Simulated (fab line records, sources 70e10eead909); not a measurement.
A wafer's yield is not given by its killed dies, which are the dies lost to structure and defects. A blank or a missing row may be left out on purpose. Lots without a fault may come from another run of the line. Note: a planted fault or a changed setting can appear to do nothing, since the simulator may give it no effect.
Which tool was responsible? | flow nand-harc | 12 lots (35 wafers sampled), 1 step of a 1302-step route

WHAT THE GAUGES READ, wafer by wafer
NHARC_P_M0_OVL_MEAS_10: pitch 180 nm. Usual: overlay-x-nm 0.0 nm, standard deviation 0.71; overlay-y-nm 0.1 nm, standard deviation 0.73.
lot  | measured     | on         | overlay-x-nm (nm) | overlay-y-nm (nm) | flag
L307 | day 6 10:57  | overlay-01 | -0.3 0.2 -0.1     | 0.0 0.6 0.1       |
L310 | day 7 07:34  | overlay-02 | 0.8 0.8 0.4       | -0.2 -0.5 -0.3    |
L312 | day 8 07:59  | overlay-01 | -0.2 -0.6 -0.3    | 0.2 0.4 0.4       |
L313 | day 8 08:47  | overlay-01 | 1.1 0.7 0.7       | 0.0 -0.3 0.6      |
L314 | day 8 20:59  | overlay-02 | 0.1 -0.4 0.1      | -1.3 -1.0 -1.5    |
L318 | day 10 14:59 | overlay-01 | -0.1 0.2 0.4      | 1.0 0.7 0.8       |
L322 | day 12 05:30 | overlay-01 | -0.4 -0.1 0.4     | -0.5 -0.3 -0.4    |
L323 | day 12 17:55 | overlay-01 | 0.8 0.4           | 0.9 1.1           |
L324 | day 13 02:59 | overlay-02 | -1.0 -0.7 -0.7    | -0.6 -0.2 -0.2    |
L328 | day 14 14:39 | overlay-02 | -0.7 -0.4 -0.9    | -0.4 -0.5 -0.3    |
L329 | day 15 11:43 | overlay-02 | 0.0 -0.4 0.3      | -0.3 -0.4 0.1     |
L330 | day 15 19:38 | overlay-02 | 0.6 -0.2 -0.3     | -0.4 -0.8 -0.6    |

EACH LOT AND THE TOOL THAT RAN IT (in order: tool; ch and the chambers of the sampled wafers; start)
There is no process step in the record ahead of these readings.

WHAT THE TOOLS THEMSELVES READ (means of the sampled wafers that have a number; where no wafer has one, the mark that the record gives instead)
The record holds no such reading with a usual standard deviation.

THE ANSWER, worked out from the rows above alone
Rule: lot off if the mean of its wafers having a number is beyond 3 standard deviations from the usual mean. Also off: a lot with no number at a reading for which 4 or more lots have one. Any other lot the step has rows for is counted as sound. After the gauges, taken in route order, come the tools' own readings; for these a lot's mean is taken, as printed above. At the first step where some lot is off, the reading lying furthest off is the one used; lots without a number count as furthest.
Nothing can be told from this: no lot is off at any reading shown.

WHAT HAD BEEN PUT IN BY THE SIMULATOR
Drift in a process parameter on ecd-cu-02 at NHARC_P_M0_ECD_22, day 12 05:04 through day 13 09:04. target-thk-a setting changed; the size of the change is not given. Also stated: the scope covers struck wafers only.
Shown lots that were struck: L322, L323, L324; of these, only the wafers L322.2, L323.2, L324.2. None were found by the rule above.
